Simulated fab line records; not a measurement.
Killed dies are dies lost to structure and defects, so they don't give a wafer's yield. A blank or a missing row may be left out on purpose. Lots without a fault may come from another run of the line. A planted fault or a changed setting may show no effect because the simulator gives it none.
Which tool did it? :: flow n5_finfet :: 27 wafers from 9 lots sampled at 6 of the route's 1938 steps

WHAT THE GAUGES SHOWED, per wafer
N5_STI_FIN_REVEAL_CD_MEAS_22: target cd 6.238 nm, pitch 28 nm.
lot: L853
measured: day 3 02:03
on: cd_sem-03
cd_nm (nm): 6.2 6.4 6.3

lot: L855
measured: day 3 14:01
on: cd_sem-01
cd_nm (nm): 6.1 6.0 6.3

lot: L860
measured: day 4 19:36
on: cd_sem-02
cd_nm (nm): 5.9 6.4 6.3

lot: L861
measured: day 5 00:56
on: cd_sem-02
cd_nm (nm): 6.7 6.3 6.6

lot: L865
measured: day 6 04:22
on: cd_sem-02
cd_nm (nm): 6.5 6.1 7.3

lot: L866
measured: day 6 08:09
on: cd_sem-02
cd_nm (nm): 6.9 6.6 6.4

lot: L870
measured: day 7 06:42
on: cd_sem-01
cd_nm (nm): 6.7 6.4 6.5

lot: L872
measured: day 7 19:14
on: cd_sem-01
cd_nm (nm): 5.7 6.6 6.6

lot: L873
measured: day 8 01:46
on: cd_sem-01
cd_nm (nm): 6.3 6.4 5.9

N5_STI_FIN_REVEAL_FIN_H_MEAS_10.
lot: L853
measured: day 3 02:05
on: ocd-02
trench_depth_nm (nm): 54.0 52.8 51.8

lot: L855
measured: day 3 14:02
on: ocd-02
trench_depth_nm (nm): 50.6 53.0 51.9

lot: L860
measured: day 4 19:38
on: ocd-02
trench_depth_nm (nm): 0.0 -0.8 -0.1

lot: L861
measured: day 5 00:58
on: ocd-01
trench_depth_nm (nm): -0.6 -1.4 -1.0

lot: L865
measured: day 6 04:24
on: ocd-02
trench_depth_nm (nm): 51.5 53.0 51.9

lot: L866
measured: day 6 08:11
on: ocd-02
trench_depth_nm (nm): 51.2 51.1 52.3

lot: L870
measured: day 7 06:44
on: ocd-01
trench_depth_nm (nm): 51.6 50.1 53.0

lot: L872
measured: day 7 19:16
on: ocd-01
trench_depth_nm (nm): 53.0 51.4 52.5

lot: L873
measured: day 8 01:48
on: ocd-01
trench_depth_nm (nm): 51.5 53.9 53.6

N5_BEOL_M4_RC_MEAS_101.
lot: L853
measured: day 8 05:15
on: prober-01
DIBL_N (mV/V): 40.3 39.0 38.0
DIBL_P (mV/V): 40.8 38.0 38.5
IOFF_N (nA/um): 0.21 0.17 0.17
IOFF_P (nA/um): 0.26 0.21 0.23
ION_N (uA/um): 705 685 665
ION_P (uA/um): 477 461 456
SS_N (mV/dec): 72.5 72.2 71.6
SS_P (mV/dec): 74.6 73.5 73.4
VT_N (mV): 248 250 250
VT_P (mV): -248 -254 -252

lot: L855
measured: day 8 22:30
on: prober-01
DIBL_N (mV/V): 37.9 33.1 34.5
DIBL_P (mV/V): 36.9 32.0 32.7
IOFF_N (nA/um): 0.17 0.11 0.12
IOFF_P (nA/um): 0.20 0.14 0.14
ION_N (uA/um): 657 679 660
ION_P (uA/um): 450 458 447
SS_N (mV/dec): 72.0 71.3 70.7
SS_P (mV/dec): 73.5 71.7 72.0
VT_N (mV): 251 252 257
VT_P (mV): -251 -257 -256

lot: L865
measured: day 11 11:25
on: prober-02
DIBL_N (mV/V): 40.2 36.4 40.9
DIBL_P (mV/V): 40.8 36.5 42.7
IOFF_N (nA/um): 0.23 0.16 0.29
IOFF_P (nA/um): 0.29 0.22 0.33
ION_N (uA/um): 690 691 711
ION_P (uA/um): 473 476 480
SS_N (mV/dec): 73.1 71.3 72.8
SS_P (mV/dec): 74.3 72.9 74.5
VT_N (mV): 243 247 238
VT_P (mV): -246 -249 -242

lot: L866
measured: day 11 11:47
on: prober-01
DIBL_N (mV/V): 35.1 35.5 36.0
DIBL_P (mV/V): 35.5 35.2 37.2
IOFF_N (nA/um): 0.17 0.16 0.18
IOFF_P (nA/um): 0.21 0.20 0.22
ION_N (uA/um): 667 662 672
ION_P (uA/um): 459 451 461
SS_N (mV/dec): 71.8 71.6 72.4
SS_P (mV/dec): 73.4 72.3 73.4
VT_N (mV): 250 251 250
VT_P (mV): -249 -251 -250

lot: L870
measured: day 12 14:08
on: prober-01
DIBL_N (mV/V): 40.3 40.3 35.6
DIBL_P (mV/V): 42.7 41.8 37.4
IOFF_N (nA/um): 0.30 0.27 0.19
IOFF_P (nA/um): 0.37 0.34 0.24
ION_N (uA/um): 702 679 703
ION_P (uA/um): 484 466 483
SS_N (mV/dec): 73.1 73.4 71.7
SS_P (mV/dec): 74.9 76.0 72.8
VT_N (mV): 240 245 245
VT_P (mV): -243 -246 -247

lot: L872
measured: day 13 07:21
on: prober-01
DIBL_N (mV/V): 35.4 38.2 33.6
DIBL_P (mV/V): 36.6 38.8 34.3
IOFF_N (nA/um): 0.16 0.25 0.14
IOFF_P (nA/um): 0.17 0.22 0.14
ION_N (uA/um): 683 703 693
ION_P (uA/um): 459 463 455
SS_N (mV/dec): 71.9 72.9 71.1
SS_P (mV/dec): 72.5 73.6 72.7
VT_N (mV): 251 242 249
VT_P (mV): -256 -252 -259

lot: L873
measured: day 13 16:04
on: prober-02
DIBL_N (mV/V): 37.8 34.3 33.2
DIBL_P (mV/V): 37.7 34.0 33.0
IOFF_N (nA/um): 0.18 0.11 0.10
IOFF_P (nA/um): 0.20 0.15 0.14
ION_N (uA/um): 684 670 668
ION_P (uA/um): 457 468 462
SS_N (mV/dec): 71.9 71.0 70.1
SS_P (mV/dec): 74.1 72.7 72.2
VT_N (mV): 248 254 257
VT_P (mV): -254 -258 -260

EACH LOT AND THE TOOL THAT RAN IT (in order: tool; ch and the chambers of the sampled wafers; start)
lot: L853
N5_FIN_CUT_STRIP_22: rie_diel-02 ch 0,2, day 2 17:02
N5_STI_FIN_REVEAL_ETCHBACK_08: rie_diel-03 ch 0,1,2, day 2 22:52
N5_STI_FIN_REVEAL_RECESS_09: vapor_etch-01 ch 0,1, day 2 23:07

lot: L855
N5_FIN_CUT_STRIP_22: rie_diel-02 ch 0,1,3, day 3 04:49
N5_STI_FIN_REVEAL_ETCHBACK_08: rie_diel-03 ch 0,1,2, day 3 11:06
N5_STI_FIN_REVEAL_RECESS_09: vapor_etch-01 ch 0,1, day 3 11:21

lot: L860
N5_FIN_CUT_STRIP_22: rie_diel-06 ch 0,1, day 4 10:31
N5_STI_FIN_REVEAL_ETCHBACK_08: rie_diel-03 ch 0,1,2, day 4 16:21
N5_STI_FIN_REVEAL_RECESS_09: vapor_etch-01 ch 0,1, day 4 16:56

lot: L861
N5_FIN_CUT_STRIP_22: rie_diel-06 ch 0,2,3, day 4 15:15
N5_STI_FIN_REVEAL_ETCHBACK_08: rie_diel-03 ch 0,1, day 4 22:01
N5_STI_FIN_REVEAL_RECESS_09: vapor_etch-02 ch 0,1, day 4 22:16

lot: L865
N5_FIN_CUT_STRIP_22: rie_diel-05 ch 1,2,3, day 5 18:50
N5_STI_FIN_REVEAL_ETCHBACK_08: rie_diel-04 ch 0,1,3, day 6 01:26
N5_STI_FIN_REVEAL_RECESS_09: vapor_etch-01 ch 0,1, day 6 01:41

lot: L866
N5_FIN_CUT_STRIP_22: rie_diel-02 ch 0,2,3, day 5 23:11
N5_STI_FIN_REVEAL_ETCHBACK_08: rie_diel-01 ch 2,3, day 6 05:10
N5_STI_FIN_REVEAL_RECESS_09: vapor_etch-01 ch 0,1, day 6 05:57

lot: L870
N5_FIN_CUT_STRIP_22: rie_diel-02 ch 0,2, day 6 21:47
N5_STI_FIN_REVEAL_ETCHBACK_08: rie_diel-03 ch 0,1,3, day 7 03:46
N5_STI_FIN_REVEAL_RECESS_09: vapor_etch-02 ch 0,1, day 7 04:01

lot: L872
N5_FIN_CUT_STRIP_22: rie_diel-02 ch 0,1,2, day 7 09:56
N5_STI_FIN_REVEAL_ETCHBACK_08: rie_diel-03 ch 2,3, day 7 16:17
N5_STI_FIN_REVEAL_RECESS_09: vapor_etch-02 ch 0,1, day 7 16:32

lot: L873
N5_FIN_CUT_STRIP_22: rie_diel-06 ch 0,1,3, day 7 16:39
N5_STI_FIN_REVEAL_ETCHBACK_08: rie_diel-03 ch 1,3, day 7 22:41
N5_STI_FIN_REVEAL_RECESS_09: vapor_etch-01 ch 0,1, day 7 22:56
- N5_FIN_CUT_STRIP_22: strips in N2/H2.
- N5_STI_FIN_REVEAL_ETCHBACK_08: etches SiO2 in C4F6/O2, target depth 30.5 nm, time 10.167 s.
- N5_STI_FIN_REVEAL_RECESS_09: chemistry HF/NH3, target SiO2, afs cycles 11, target depth 42.5 nm, sublimation time 60 s.

WHAT THE TOOLS THEMSELVES READ (means of the sampled wafers that have a number; where no wafer has one, the mark that the record gives instead)
N5_FIN_CUT_STRIP_22.
lot: L853
tool: rie_diel-02
drypump_motor_current_A (A): 5.6
oes_product_au (a.u.): 0.76
rf_vpp_V (V): 55.0
showerhead_plenum_p_Torr (Torr): 3.34
throttle_valve_pct (%): 18.7

lot: L855
tool: rie_diel-02
drypump_motor_current_A (A): 5.5
oes_product_au (a.u.): 0.79
rf_vpp_V (V): 53.2
showerhead_plenum_p_Torr (Torr): 3.37
throttle_valve_pct (%): 18.9

lot: L860
tool: rie_diel-06
drypump_motor_current_A (A): 5.4
oes_product_au (a.u.): 0.69
rf_vpp_V (V): 55.8
showerhead_plenum_p_Torr (Torr): 3.40
throttle_valve_pct (%): 18.6

lot: L861
tool: rie_diel-06
drypump_motor_current_A (A): 5.6
oes_product_au (a.u.): 0.79
rf_vpp_V (V): 50.7
showerhead_plenum_p_Torr (Torr): 3.36
throttle_valve_pct (%): 18.6

lot: L865
tool: rie_diel-05
drypump_motor_current_A (A): 5.4
oes_product_au (a.u.): 0.88
rf_vpp_V (V): 53.1
showerhead_plenum_p_Torr (Torr): 3.49
throttle_valve_pct (%): 19.2

lot: L866
tool: rie_diel-02
drypump_motor_current_A (A): 5.5
oes_product_au (a.u.): 0.76
rf_vpp_V (V): 54.5
showerhead_plenum_p_Torr (Torr): 3.39
throttle_valve_pct (%): 19.0

lot: L870
tool: rie_diel-02
drypump_motor_current_A (A): 5.3
oes_product_au (a.u.): 0.74
rf_vpp_V (V): 52.8
showerhead_plenum_p_Torr (Torr): 3.33
throttle_valve_pct (%): 18.6

lot: L872
tool: rie_diel-02
drypump_motor_current_A (A): 5.6
oes_product_au (a.u.): 0.75
rf_vpp_V (V): 54.0
showerhead_plenum_p_Torr (Torr): 3.29
throttle_valve_pct (%): 18.6

lot: L873
tool: rie_diel-06
drypump_motor_current_A (A): 5.4
oes_product_au (a.u.): 0.81
rf_vpp_V (V): 50.9
showerhead_plenum_p_Torr (Torr): 3.28
throttle_valve_pct (%): 18.4

N5_STI_FIN_REVEAL_ETCHBACK_08.
lot: L853
tool: rie_diel-03
C4F6_flow_sccm (sccm): 10.03
drypump_motor_current_A (A): 5.8
oes_product_au (a.u.): 0.86
rf_vpp_V (V): 677
showerhead_plenum_p_Torr (Torr): 2.92
throttle_valve_pct (%): 21.10

lot: L855
tool: rie_diel-03
C4F6_flow_sccm (sccm): 9.99
drypump_motor_current_A (A): 5.8
oes_product_au (a.u.): 0.85
rf_vpp_V (V): 677
showerhead_plenum_p_Torr (Torr): 2.92
throttle_valve_pct (%): 21.10

lot: L860
tool: rie_diel-03
C4F6_flow_sccm (sccm): 10.02
drypump_motor_current_A (A): 5.8
oes_product_au (a.u.): 0.84
rf_vpp_V (V): 676
showerhead_plenum_p_Torr (Torr): 2.92
throttle_valve_pct (%): 21.12

lot: L861
tool: rie_diel-03
C4F6_flow_sccm (sccm): 9.98
drypump_motor_current_A (A): 5.9
oes_product_au (a.u.): 0.82
rf_vpp_V (V): 677
showerhead_plenum_p_Torr (Torr): 2.98
throttle_valve_pct (%): 21.21

lot: L865
tool: rie_diel-04
C4F6_flow_sccm (sccm): 10.02
drypump_motor_current_A (A): 5.5
oes_product_au (a.u.): 0.86
rf_vpp_V (V): 653
showerhead_plenum_p_Torr (Torr): 2.86
throttle_valve_pct (%): 21.20

lot: L866
tool: rie_diel-01
C4F6_flow_sccm (sccm): 9.99
drypump_motor_current_A (A): 5.3
oes_product_au (a.u.): 0.71
rf_vpp_V (V): 673
showerhead_plenum_p_Torr (Torr): 2.78
throttle_valve_pct (%): 21.43

lot: L870
tool: rie_diel-03
C4F6_flow_sccm (sccm): 9.99
drypump_motor_current_A (A): 5.7
oes_product_au (a.u.): 0.78
rf_vpp_V (V): 685
showerhead_plenum_p_Torr (Torr): 2.97
throttle_valve_pct (%): 21.33

lot: L872
tool: rie_diel-03
C4F6_flow_sccm (sccm): 9.97
drypump_motor_current_A (A): 5.9
oes_product_au (a.u.): 0.75
rf_vpp_V (V): 679
showerhead_plenum_p_Torr (Torr): 2.81
throttle_valve_pct (%): 21.30

lot: L873
tool: rie_diel-03
C4F6_flow_sccm (sccm): 10.00
drypump_motor_current_A (A): 5.3
oes_product_au (a.u.): 0.84
rf_vpp_V (V): 693
showerhead_plenum_p_Torr (Torr): 2.99
throttle_valve_pct (%): 21.18

N5_STI_FIN_REVEAL_RECESS_09.
lot: L853
tool: vapor_etch-01
drypump_motor_current_A (A): 5.6

lot: L855
tool: vapor_etch-01
drypump_motor_current_A (A): 5.8

lot: L860
tool: vapor_etch-01
drypump_motor_current_A (A): -

lot: L861
tool: vapor_etch-02
drypump_motor_current_A (A): -

lot: L865
tool: vapor_etch-01
drypump_motor_current_A (A): 5.7

lot: L866
tool: vapor_etch-01
drypump_motor_current_A (A): 5.7

lot: L870
tool: vapor_etch-02
drypump_motor_current_A (A): 5.0

lot: L872
tool: vapor_etch-02
drypump_motor_current_A (A): 5.1

lot: L873
tool: vapor_etch-01
drypump_motor_current_A (A): 5.7

THE ANSWER, worked out from the rows above alone
Rule: what is usual is taken from the lots themselves. Put in order of their means at a reading, lots are off if they are a third of the lots or fewer, leave a main group of 4 or more, and stand apart from it by a gap of 3 or more times the standard deviation of the main group's means; of several such gaps the widest counts. The tables above print the reading to a certain number of digits; a main group whose means all agree to those digits is not used. Also off: a lot with no number at a reading for which 4 or more lots have one. Any other lot the step has rows for is counted as sound. Order of review: gauges by route order, followed by the tools' own readings, for which a lot's mean as printed above is used. The first step at which some lot is off is used, and at that step the reading that is off furthest; a lot without a number counts as furthest.
Off: L860, L861, at N5_STI_FIN_REVEAL_FIN_H_MEAS_10 (trench_depth_nm). Mean 52.2 nm and standard deviation 0.54 in the main group.
A tool fits if, at a process step before that reading, it ran every lot that is off, and no sound lot after the first of them. Not tried: the gauges at N5_STI_FIN_REVEAL_FIN_H_MEAS_10; whatever is off there is also off at N5_STI_FIN_REVEAL_RECESS_09, on other tools, and gauge error can't account for it. None of those tried fits.

WHAT HAD BEEN PUT IN BY THE SIMULATOR
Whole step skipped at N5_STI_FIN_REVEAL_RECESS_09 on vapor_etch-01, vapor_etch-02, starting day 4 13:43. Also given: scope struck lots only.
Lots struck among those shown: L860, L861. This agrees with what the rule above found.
